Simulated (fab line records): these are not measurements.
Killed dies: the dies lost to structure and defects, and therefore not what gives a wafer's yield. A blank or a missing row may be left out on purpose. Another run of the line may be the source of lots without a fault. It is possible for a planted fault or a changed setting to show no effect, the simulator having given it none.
The same fault as seen by 2 desks ; flow n5-finfet ; numbers are kept per desk, each desk with only its own; the story behind them comes last

THE TOOL OWNER'S DESK: hp-anneal-01
The tool's own readings at N5_MOL_CONTACT_COAG_ANNEAL_112 (time 1800 s): means of the sampled wafers that have a number, for each lot that ran on this tool. Any lot whose mean is over 4 standard deviations away from the usual mean is out of limits and marked OUT; that distance is given in the brackets. 7 of its 11 readings are shown: the first one out of limits and those lying furthest out on some lot.
Columns: A = spike-tc-bottom-C at N5_MOL_CONTACT_COAG_ANNEAL_112, usual 422.7 C; B = spike-tc-centre-C at N5_MOL_CONTACT_COAG_ANNEAL_112, usual 401.3 C; C = spike-tc-lower-C at N5_MOL_CONTACT_COAG_ANNEAL_112, usual 398.8 C; D = spike-tc-top-C at N5_MOL_CONTACT_COAG_ANNEAL_112, usual 421.8 C; E = spike-tc-upper-C at N5_MOL_CONTACT_COAG_ANNEAL_112, usual 398.7 C; F = wafer_temp_C_max at N5_MOL_CONTACT_COAG_ANNEAL_112, usual 401.5; G = zone-power-centre-pct at N5_MOL_CONTACT_COAG_ANNEAL_112, usual 8.38 %
lot;first seen here;A;B;C;D;E;F;G
L306;day 5 08:33;421.7;401.5;398.7;422.5;399.5;401.5;8.37
L310;day 6 11:29;422.8;399.9;399.2;421.0;398.8;401.2;8.45
L311;day 6 17:59;422.5;401.4;398.9;422.0;399.0;401.4;8.40
L313;day 7 04:37;412.0 (-12) OUT;392.0 (-8.5) OUT;389.0 (-9.8) OUT;411.5 (-9.3) OUT;388.6 (-10) OUT;392.0 (-30) OUT;8.13
L314;day 7 09:10;413.3 (-10) OUT;391.3 (-9.1) OUT;388.8 (-10) OUT;413.1 (-7.9) OUT;389.8 (-8.9) OUT;392.2 (-29) OUT;8.06 (-4.0) OUT
L324;day 10 04:13;423.0;401.5;398.8;421.7;398.6;401.3;8.40
L325;day 10 07:13;422.7;401.5;397.8;422.6;398.9;401.4;8.35
L326;day 10 20:20;423.7;402.2;398.0;422.1;399.4;401.6;8.37
This desk's verdict: out of limits on L313, L314, starting with L313 at day 7 04:37 (spike-tc-bottom-C at N5_MOL_CONTACT_COAG_ANNEAL_112). L306, L310, L311, L324, L325, L326: within limits.

THE METROLOGY DESK
What the gauges read, lot by lot, whatever tool the lot ran on: means of the sampled wafers that have a number. Any lot whose mean is over 4 standard deviations away from the usual mean is out of limits and marked OUT; that distance is given in the brackets. Only the readings that lie furthest out on some lot appear, 7 of the 11 it has.
Columns: A = cd-nm at N5_MOL_CONTACT_COAG_CD_MEAS_101, usual 15.9 nm; B = IOFF_P at N5_BEOL_M4_RC_MEAS_101, usual 0.21 nA/um; C = ION_N at N5_BEOL_M4_RC_MEAS_101, usual 674 uA/um; D = ION_P at N5_BEOL_M4_RC_MEAS_101, usual 460 uA/um; E = SS_N at N5_BEOL_M4_RC_MEAS_101, usual 71.6 mV/dec; F = SS_P at N5_BEOL_M4_RC_MEAS_101, usual 73.4 mV/dec; G = VT_P at N5_BEOL_M4_RC_MEAS_101, usual -250 mV
lot;first seen here;A;B;C;D;E;F;G
L306;day 5 07:46;15.6;0.18;671;452;71.8;73.4;-253
L310;day 6 08:04;16.3;0.21;669;459;71.0;73.5;-249
L311;day 6 17:13;15.9;0.22;685;467;72.4;73.3;-249
L313;day 7 03:49;16.5;0.19;671;453;72.2;73.9;-254
L314;day 7 08:23;16.1;0.18;675;453;71.9;73.5;-255
L324;day 10 03:25;15.9;0.17;676;458;71.2;72.7;-254
L325;day 10 05:01;15.9;0.20;668;455;71.5;74.0;-254
L326;day 10 19:34;15.8;0.23;674;466;71.6;73.1;-246
This desk found nothing out of limits on any of the 8 lots.

TAKEN TOGETHER
An alarm could have come from the tool owner's desk at day 7 04:37, on L313, L314.
Nothing out of limits was seen by the metrology desk.
The metrology desk holds a record of L313, L314, inside its limits.
Every lot named ran N5_MOL_CONTACT_COAG_ANNEAL_112 on hp-anneal-01.

WHAT THE SIMULATOR PUT IN
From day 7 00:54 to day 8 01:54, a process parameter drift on hp-anneal-01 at N5_MOL_CONTACT_COAG_ANNEAL_112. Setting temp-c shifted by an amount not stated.
Struck lots among those shown: L313, L314.
How many hours passed from the start of the fault until each desk's first out-of-limits reading: the tool owner's desk, 4.
